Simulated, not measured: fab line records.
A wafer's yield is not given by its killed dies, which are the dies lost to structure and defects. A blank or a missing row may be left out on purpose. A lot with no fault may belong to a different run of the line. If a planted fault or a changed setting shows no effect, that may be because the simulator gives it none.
Struck lot and sound lot, side by side + flow nand harc + 15 steps out of a route of 1159
Sound: these wafers, L996.3, L996.4, L996.5. Struck: wafers L988.1, L988.2, L988.3. The cause is named last.
Order at every step that has rows: each side's tool, ch and its chambers, its first start. Under that, the readings that differ: sound wafers + struck wafers + difference of the means + sigmas: that difference in standard deviations of wafers without a fault.
alike: a reading whose means differ by less than 2 such deviations, as well as words and numbers matching on both sides. not compared: withheld readings; readings where some wafer has no value; bounds like >300 that might hide an equal value; numbers whose values overlap and for which the record gives no deviation.
A row with sigmas, a row that says differs or no value, or rows on one side alone: a step with any of these is where the two part. Numbers that don't overlap but have no deviation are shown without sigmas and don't part them. A reading that every wafer of one side lacks parts them only if that side has two wafers or more.

first, 4 steps without rows for these wafers: NHARC_P_GATE_EBR_22; NHARC_P_GATE_EXPOSE_23 (exposes mask P GATE, target cd 120 nm); NHARC_P_GATE_PEB_24 (peb time 65 s); NHARC_P_GATE_DEVELOP_25 (develop time 35 s).
NHARC_P_GATE_CD_MEAS_26 targets a cd of 120 nm.
  sound on cd sem-02 ch 0, day 10 01:23; struck on cd sem-02 ch 0, day 8 02:18
  alike: cd nm
NHARC_P_GATE_OVL_MEAS_27:
  sound on overlay-01, day 10 01:28; struck on overlay-01, day 8 02:24
| reading           | sound       | struck       | difference | sigmas |
|-------------------|-------------|--------------|------------|--------|
| overlay x nm (nm) | 1.8 1.5 1.5 | 0.1 -0.1 0.0 | -1.6       | -2     |
  alike: overlay y nm
NHARC_P_GATE_INSPECT_28:
  sound on defect inspect-01, day 10 01:30; struck on defect inspect-02, day 8 02:26
  alike: raw defect count
NHARC_P_GATE_DESCUM_31: chemistry O2, time 3 s.
  sound on rie diel-04 ch 0,1, day 10 01:34; struck on rie diel-04 ch 0,2,3, day 8 02:32
  alike: drypump motor current A, o2 flow sccm, oes product au, rf vpp V, showerhead plenum p Torr, throttle valve pct
  not compared: rf hours counter h
NHARC_P_GATE_ETCH_104: etches the open film in CF4/CHF3, target depth 60 nm.
  sound on rie diel-04 ch 2,3, day 10 01:39; struck on rie diel-04 ch 0,1,3, day 8 02:40
| reading               | sound             | struck            | difference | sigmas |
|-----------------------|-------------------|-------------------|------------|--------|
| oes product au (a.u.) | 0.983 0.983 0.971 | 0.925 0.919 0.921 | -0.057     | -3     |
  alike: bias w, cf4 flow sccm, drypump motor current A, rf vpp V, showerhead plenum p Torr, throttle valve pct
NHARC_P_GATE_HM_OPEN_105: chemistry O2/COS, target depth 360 nm.
  sound: rie diel-04 ch 0,1,3; struck: rie diel-04 ch 0,1,3
  alike: drypump motor current A, o2 flow sccm, oes product au, rf vpp V, showerhead plenum p Torr, throttle valve pct
  not compared: rf hours counter h
then, 1 step without rows for these wafers: NHARC_P_GATE_STRIP_106 (strips in O2/COS).
NHARC_P_GATE_ETCH_114: etches the open film in CF4/O2, target depth 30 nm, overetch 3 nm, time 16.5 s.
  sound: rie diel-04 ch 1,3; struck: rie diel-04 ch 1,2,3
  alike: bias w, cf4 flow sccm, drypump motor current A, o2 flow sccm, oes product au, rf vpp V, showerhead plenum p Torr, throttle valve pct
  not compared: rf hours counter h
NHARC_P_GATE_ETCH_32: etches the open film in HBr/Cl2, target depth 150 nm, time 100.1 s.
  sound on rie si-04 ch 1,3, day 10 02:04; struck on rie si-04 ch 0,1,3, day 8 03:07
  no value came back on the struck wafers for any of 6 readings (bias w (W), chamber pressure mTorr (mTorr) and others); on the sound wafers bias w (W) reads 100.28 99.92 100.42
  not compared: rf hours counter h
NHARC_P_GATE_STRIP_108: strips in O2.
  sound on rie diel-13 ch 1,2, day 10 02:19; struck on rie diel-04 ch 0,1,2, day 8 03:16
  alike: drypump motor current A, o2 flow sccm, oes product au, rf vpp V, showerhead plenum p Torr, throttle valve pct
  not compared: rf hours counter h
-- break in the record here, with 18 days between the starts of the struck wafers on either side (left off in module P_GATE, picked up again in module END, where the first step shown is number 1159 on the route) --
NHARC_END_SORT_01:
  at this point the record logs the struck wafers (prober-01 ch 0, day 26 01:28) and has no rows for the sound ones

## WHERE THEY PART
Earliest at NHARC_P_GATE_OVL_MEAS_27; latest, in this record, at NHARC_END_SORT_01.

WHY: what the simulator had put in
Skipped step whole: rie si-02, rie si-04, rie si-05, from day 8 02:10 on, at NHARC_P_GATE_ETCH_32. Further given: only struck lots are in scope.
